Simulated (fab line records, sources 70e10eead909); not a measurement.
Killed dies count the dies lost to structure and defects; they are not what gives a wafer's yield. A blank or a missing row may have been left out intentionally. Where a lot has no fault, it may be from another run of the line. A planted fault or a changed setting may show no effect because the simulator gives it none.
Matching of chambers -- flow nand harc -- NHARC_A_BONDPAD_ETCH_34 on rie diel-07: 3 sister chambers
The step etches the open film in N2/H2, target depth 60 nm, overetch 18 nm, time 65.91 s. 6 wafers are shown with their chamber, then 6 later ones without.

== WAFERS WITH THEIR CHAMBER ==
wafer,chamber,rf fwd power W (W),rf vpp V (V)
L559.1,1,395.5,430.0
L564.2,1,396.5,432.1
L565.6,3,398.4,430.6
L572.2,3,396.9,430.0
L572.5,2,394.7,428.0
L576.2,2,393.5,425.9

== WAFERS WITHOUT THEIR CHAMBER ==
wafer,rf fwd power W (W),rf vpp V (V)
L576.5,395.5,432.1
L577.1,393.6,427.1
L577.5,394.9,430.3
L577.6,393.8,427.3
L582.3,398.0,430.7
L582.4,398.6,429.6

== WHICH CHAMBER EACH WENT THROUGH ==
wafer,from the rows above,in truth
L576.5,can't be placed: 1 or 3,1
L577.1,2,2
L577.5,can't be placed: 1 or 2 or 3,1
L577.6,2,2
L582.3,can't be placed: 3 or 1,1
L582.4,can't be placed: 3 or 1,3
2 of 6 placed correctly. Not placeable from these rows: 4 (in 4, the candidates include the true chamber). 0 placed wrongly.
How it was worked out, from the rows above alone: a wafer's distance from a chamber is the root of the sum, over the readings, of the square of ((its reading less the chamber's mean) divided by the reading's scatter). If the next closest chamber is less than 2 further off than the closest, the wafer can't be placed; otherwise it belongs to the closest. The mean given for a chamber averages the wafers shown for that chamber. The scatter is the square root of a quotient: the sum, over the shown wafers, of each reading's squared deviation from its chamber's mean, divided by wafers minus chambers.
